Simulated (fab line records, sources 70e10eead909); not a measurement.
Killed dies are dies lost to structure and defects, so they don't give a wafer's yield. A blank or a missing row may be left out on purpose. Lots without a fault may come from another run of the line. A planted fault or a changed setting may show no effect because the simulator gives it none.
Chamber matching | flow nand_harc | NHARC_A_CHANNEL_HOLE_D1_ETCH_44 on rie_diel-06: 4 sister chambers
The step etches the open film in CF4/O2, target depth 140 nm, overetch 14 nm, time 77 s. 7 wafers are shown with their chamber, then 7 later ones without.

WAFERS WITH THEIR CHAMBER
wafer  | chamber | oes_product_au (a.u.) | throttle_valve_pct (%)
L477.1 | 2       | 0.965                 | 13.404
L477.5 | 1       | 0.971                 | 13.408
L478.3 | 0       | 1.017                 | 13.380
L478.4 | 2       | 0.984                 | 13.390
L478.5 | 3       | 1.027                 | 13.393
L482.1 | 1       | 1.006                 | 13.400
L482.2 | 3       | 1.008                 | 13.395

WAFERS WITHOUT THEIR CHAMBER
wafer  | oes_product_au (a.u.) | throttle_valve_pct (%)
L482.6 | 1.027                 | 13.391
L485.1 | 1.009                 | 13.394
L485.4 | 1.015                 | 13.399
L485.5 | 1.014                 | 13.402
L492.3 | 1.015                 | 13.401
L492.5 | 0.996                 | 13.406
L492.6 | 1.018                 | 13.406

WHICH CHAMBER EACH WENT THROUGH
wafer  | from the rows above               | in truth
L482.6 | can't be placed: 3 or 0           | 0
L485.1 | can't be placed: 3 or 1 or 2 or 0 | 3
L485.4 | can't be placed: 3 or 1 or 2      | 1
L485.5 | can't be placed: 3 or 1 or 2      | 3
L492.3 | can't be placed: 3 or 1 or 2      | 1
L492.5 | can't be placed: 1 or 2 or 3      | 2
L492.6 | can't be placed: 1 or 3 or 2      | 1
Placed correctly: 0 of 7. Can't be placed from these rows: 7 (the true chamber is among the candidates in 7). Placed wrongly: 0.
How it was worked out, from the rows above alone: a wafer's distance from a chamber is the root of the sum, over the readings, of the square of ((its reading less the chamber's mean) divided by the reading's scatter). The wafer belongs to the nearest chamber; if the next one is less than 2 further off, it can't be placed. A chamber's mean is the mean of its shown wafers. The scatter: the root of (the sum of the squares of (reading less its chamber's mean) over the shown wafers, divided by (wafers less chambers)).
